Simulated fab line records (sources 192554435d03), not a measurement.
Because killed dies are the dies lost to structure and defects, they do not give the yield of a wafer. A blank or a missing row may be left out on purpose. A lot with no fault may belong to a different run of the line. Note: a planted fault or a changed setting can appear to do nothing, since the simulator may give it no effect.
Split-lot study + flow n5-finfet + on a route of 1938 steps: 7 lots, 39 wafers read

== THE SPLIT ITSELF ==
At N5_MOL_CONTACT_COAG_ALD_27 (deposits SiOC, target thk 17 nm, pulse time 1.5 s, time 2720 s), the setting ald-cycles was moved away from the recipe's 340 on 12 of the 39 wafers read, by -53.8% to +39.7%. This setting was run at the recipe's value on the other wafers.

The reading comes from the split's own step.

== THE READING ==
SiOC_of_MOL_CONTACT_COAG_ALD_27.thk-nm (the simulator's own value, which no gauge read), in nm, at N5_MOL_CONTACT_COAG_ALD_27 (deposits SiOC, target thk 17 nm, pulse time 1.5 s, time 2720 s). The file gives no usual value for it. Here, 27 wafers ran the recipe; their average is 17.0 nm with a standard deviation of 0.076 nm.

| wafer  | tool, chamber at the split | ald-cycles as run | against the recipe | SiOC_of_MOL_CONTACT_COAG_ALD_27.thk-nm, nm | against lot-mates on the recipe |
|--------|----------------------------|-------------------|--------------------|--------------------------------------------|---------------------------------|
| L075.1 | ald-sin-01, 1,3,1          | 340               | recipe             | 17                                         | -                               |
| L075.4 | ald-sin-01, 1,3,1          | 340               | recipe             | 17                                         | -                               |
| L075.5 | ald-sin-01, 1,3,1          | 340               | recipe             | 17                                         | -                               |
| L077.1 | ald-sin-03, 3,1,0,2,3,0    | 340               | recipe             | 17                                         | -                               |
| L077.2 | ald-sin-03, 3,1,0,2,3,0    | 340               | recipe             | 17                                         | -                               |
| L077.3 | ald-sin-03, 3,1,0,2,3,0    | 340               | recipe             | 17                                         | -                               |
| L077.4 | ald-sin-03, 3,1,0,2,3,0    | 340               | recipe             | 17                                         | -                               |
| L077.5 | ald-sin-03, 3,1,0,2,3,0    | 340               | recipe             | 17                                         | -                               |
| L077.6 | ald-sin-03, 3,1,0,2,3,0    | 340               | recipe             | 17                                         | -                               |
| L078.1 | ald-sin-03, 1,0,0          | 340               | recipe             | 17                                         | -                               |
| L078.3 | ald-sin-03, 1,0,0          | 340               | recipe             | 17                                         | -                               |
| L078.6 | ald-sin-03, 1,0,0          | 340               | recipe             | 17                                         | -                               |
| L078.2 | ald-sin-03, 2,3,3          | 340               | recipe             | 16.8                                       | -                               |
| L078.4 | ald-sin-03, 2,3,3          | 340               | recipe             | 16.8                                       | -                               |
| L078.5 | ald-sin-03, 2,3,3          | 340               | recipe             | 16.8                                       | -                               |
| L079.1 | ald-sin-03, 3              | 157               | -53.8%             | 7.8                                        | -9.2                            |
| L079.6 | ald-sin-03, 3              | 157               | -53.8%             | 7.8                                        | -9.2                            |
| L079.2 | ald-sin-03, 0,1,2          | 340               | recipe             | 17                                         | -                               |
| L079.3 | ald-sin-03, 0,1,2          | 340               | recipe             | 17                                         | -                               |
| L079.4 | ald-sin-03, 0,1,2          | 340               | recipe             | 17                                         | -                               |
| L079.5 | ald-sin-03, 0              | 157               | -53.8%             | 8                                          | -9.0                            |
| L085.1 | ald-sin-01, 1,2,1          | 234               | -31.2%             | 11.8                                       | -5.3                            |
| L085.2 | ald-sin-01, 1,2,1          | 234               | -31.2%             | 11.8                                       | -5.3                            |
| L085.6 | ald-sin-01, 1,2,1          | 234               | -31.2%             | 11.8                                       | -5.3                            |
| L085.3 | ald-sin-01, 3,0            | 340               | recipe             | 17                                         | -                               |
| L085.4 | ald-sin-01, 3,0            | 340               | recipe             | 17                                         | -                               |
| L085.5 | ald-sin-01, 0              | 340               | recipe             | 17.2                                       | -                               |
| L088.1 | ald-sin-04, 1,2            | 475               | +39.7%             | 23.8                                       | +6.8                            |
| L088.4 | ald-sin-04, 1,2            | 475               | +39.7%             | 23.8                                       | +6.8                            |
| L088.2 | ald-sin-04, 0,3,0          | 340               | recipe             | 17                                         | -                               |
| L088.5 | ald-sin-04, 0,3,0          | 340               | recipe             | 17                                         | -                               |
| L088.6 | ald-sin-04, 0,3,0          | 340               | recipe             | 17                                         | -                               |
| L088.3 | ald-sin-04, 3              | 475               | +39.7%             | 23.6                                       | +6.6                            |
| L091.1 | ald-sin-01, 1,0,2          | 340               | recipe             | 17                                         | -                               |
| L091.2 | ald-sin-01, 1,0,2          | 340               | recipe             | 17                                         | -                               |
| L091.3 | ald-sin-01, 1,0,2          | 340               | recipe             | 17                                         | -                               |
| L091.4 | ald-sin-01, 3,1,0          | 439               | +29.1%             | 22                                         | +5.0                            |
| L091.5 | ald-sin-01, 3,1,0          | 439               | +29.1%             | 22                                         | +5.0                            |
| L091.6 | ald-sin-01, 3,1,0          | 439               | +29.1%             | 22                                         | +5.0                            |
The file does not say which wafer passed through which chamber wherever a row lists several chambers: such a row stands for several wafers.

FIT RESULTS
A straight line over all 39 wafers: SiOC_of_MOL_CONTACT_COAG_ALD_27.thk-nm changes by +0.169 nm for each +1% of ald-cycles; r = +1.00; the points scatter about the line by 0.082 nm.
The same after taking each lot's own level away (the mean of its wafers on the recipe; 39 wafers): +0.17 nm for each +1%; r = +1.00; scatter 0.064 nm.
Per that fit: largest ald-cycles move, reading shift of 9.1 nm.
The span of the lots' own levels, 16.90 to 17.07 nm, comes to 2.2 times the standard deviation stated above.
Consequently the slope shifts little with the lot-to-lot level, the two slopes agreeing.
Check: -9.12 nm against its lot-mates is what the line predicts for one of the wafers moved furthest among these (-53.8%) when that wafer is left out of the fit. Against them it came out at -9.2 nm.

== THESE WAFERS: OTHER SPLITS ==
Note: prior to the reading, these wafers also went through further splits. Each is held against what the fit with the lots' levels taken away leaves over:
| other split on the same wafers     | wafers away from the commonest value | r with SiOC_of_MOL_CONTACT_COAG_ALD_27.thk-nm (lot level and that fit taken away) |
|------------------------------------|--------------------------------------|-----------------------------------------------------------------------------------|
| N5_FIN_SAQP_HM_DEP_72 target-thk-a | 9                                    | +0.32                                                                             |

== FILE'S OWN FIT ==
SiOC_of_MOL_CONTACT_COAG_ALD_27.thk-nm changes by +0.17 nm for each +1% of ald-cycles, r = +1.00.
